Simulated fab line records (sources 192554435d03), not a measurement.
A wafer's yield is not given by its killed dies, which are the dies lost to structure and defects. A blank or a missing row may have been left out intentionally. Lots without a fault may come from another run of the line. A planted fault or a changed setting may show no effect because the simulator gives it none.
The same fault as seen by 2 desks | flow n5 finfet | numbers are kept per desk, each desk with only its own; the story behind them comes last

TOOL OWNER'S DESK, rie si-05
The tool's own readings at N5_BEOL_M0_SAQP_ETCH_102 (etches SiO2 in CF4, target depth 4 nm, time 4.4 s): means of the sampled wafers that have a number, for each lot that ran on this tool. If a lot's mean is further than 4 standard deviations from the usual mean, the lot is out of limits and carries the mark OUT (the distance appears in the brackets).
Columns: A = chamber pressure mTorr at N5_BEOL_M0_SAQP_ETCH_102, usual 10.000 mTorr; B = drypump motor current A at N5_BEOL_M0_SAQP_ETCH_102, usual 5.8 A; C = oes product au at N5_BEOL_M0_SAQP_ETCH_102, usual 1.000 a.u.; D = rf fwd power W at N5_BEOL_M0_SAQP_ETCH_102, usual 789 W; E = throttle valve pct at N5_BEOL_M0_SAQP_ETCH_102, usual 21.86 %
lot  | first seen here | A      | B   | C               | D   | E
L938 | day 5 21:30     | 10.002 | 5.8 | 0.981           | 790 | 21.91
L941 | day 6 11:43     | 10.009 | 5.6 | 0.999           | 790 | 21.81
L945 | day 8 04:04     | 9.997  | 5.8 | 1.224 (+12) OUT | 790 | 21.92
L946 | day 8 10:03     | 9.994  | 5.8 | 1.216 (+11) OUT | 786 | 21.98
L950 | day 9 08:07     | 10.002 | 5.7 | 1.215 (+11) OUT | 792 | 21.91
L959 | day 11 09:58    | 9.993  | 5.7 | 1.008           | 787 | 21.82
This desk's verdict: out of limits on L945, L946, L950, starting with L945 at day 8 04:04 (oes product au at N5_BEOL_M0_SAQP_ETCH_102). In limits: L938, L941, L959.

AT THE METROLOGY DESK
Lot by lot, what the gauges showed, no matter which tool ran the lot: averages of those sampled wafers that carry a number. If a lot's mean is further than 4 standard deviations from the usual mean, the lot is out of limits and carries the mark OUT (the distance appears in the brackets). Only the readings that lie furthest out on some lot appear, 7 of the 11 it has.
Columns: A = DIBL_N at N5_BEOL_M4_RC_MEAS_101, usual 36.3 mV/V; B = DIBL_P at N5_BEOL_M4_RC_MEAS_101, usual 36.7 mV/V; C = ION_N at N5_BEOL_M4_RC_MEAS_101, usual 673 uA/um; D = ION_P at N5_BEOL_M4_RC_MEAS_101, usual 461 uA/um; E = SS_N at N5_BEOL_M4_RC_MEAS_101, usual 71.6 mV/dec; F = SS_P at N5_BEOL_M4_RC_MEAS_101, usual 73.3 mV/dec; G = VT_N at N5_BEOL_M4_RC_MEAS_101, usual 249.4 mV
lot  | first seen here | A    | B    | C   | D   | E    | F    | G
L938 | day 5 21:12     | 36.7 | 35.1 | 668 | 462 | 71.7 | 73.0 | 250.3
L941 | day 6 11:35     | 36.3 | 36.5 | 664 | 452 | 71.8 | 73.2 | 252.5
L945 | day 8 03:56     | 36.5 | 38.4 | 683 | 464 | 72.3 | 74.3 | 246.6
L946 | day 8 09:53     | 36.4 | 37.5 | 670 | 462 | 71.8 | 73.5 | 249.8
L950 | day 9 07:58     | 37.4 | 38.6 | 660 | 452 | 71.7 | 73.2 | 247.9
L957 | day 10 19:35    | 38.2 | 37.0 | 670 | 460 | 71.3 | 73.4 | 247.1
L958 | day 11 00:23    | 36.8 | 37.8 | 673 | 462 | 71.5 | 73.6 | 246.4
L959 | day 11 09:43    | 38.4 | 38.5 | 682 | 465 | 71.7 | 73.2 | 248.2
L960 | day 11 12:35    | 37.0 | 38.8 | 678 | 466 | 71.6 | 73.9 | 249.9
Finding of this desk: none of the 9 lots has anything out of limits.

PUT TOGETHER
On L945, L946, L950, at day 8 04:04, an alarm was possible from the tool owner's desk.
Nothing out of limits was seen by the metrology desk.
The metrology desk holds a record of L945, L946, L950, inside its limits.
N5_BEOL_M0_SAQP_ETCH_102 was run on rie si-05 by each of the lots named.

WHAT THE SIMULATOR HAD INSERTED
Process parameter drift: rie si-05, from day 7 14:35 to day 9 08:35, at N5_BEOL_M0_SAQP_ETCH_102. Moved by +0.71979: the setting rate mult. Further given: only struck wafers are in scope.
Struck lots among those shown: L945, L946, L950.
Each desk's first reading out of limits, in hours after the fault started: the tool owner's desk, 13.
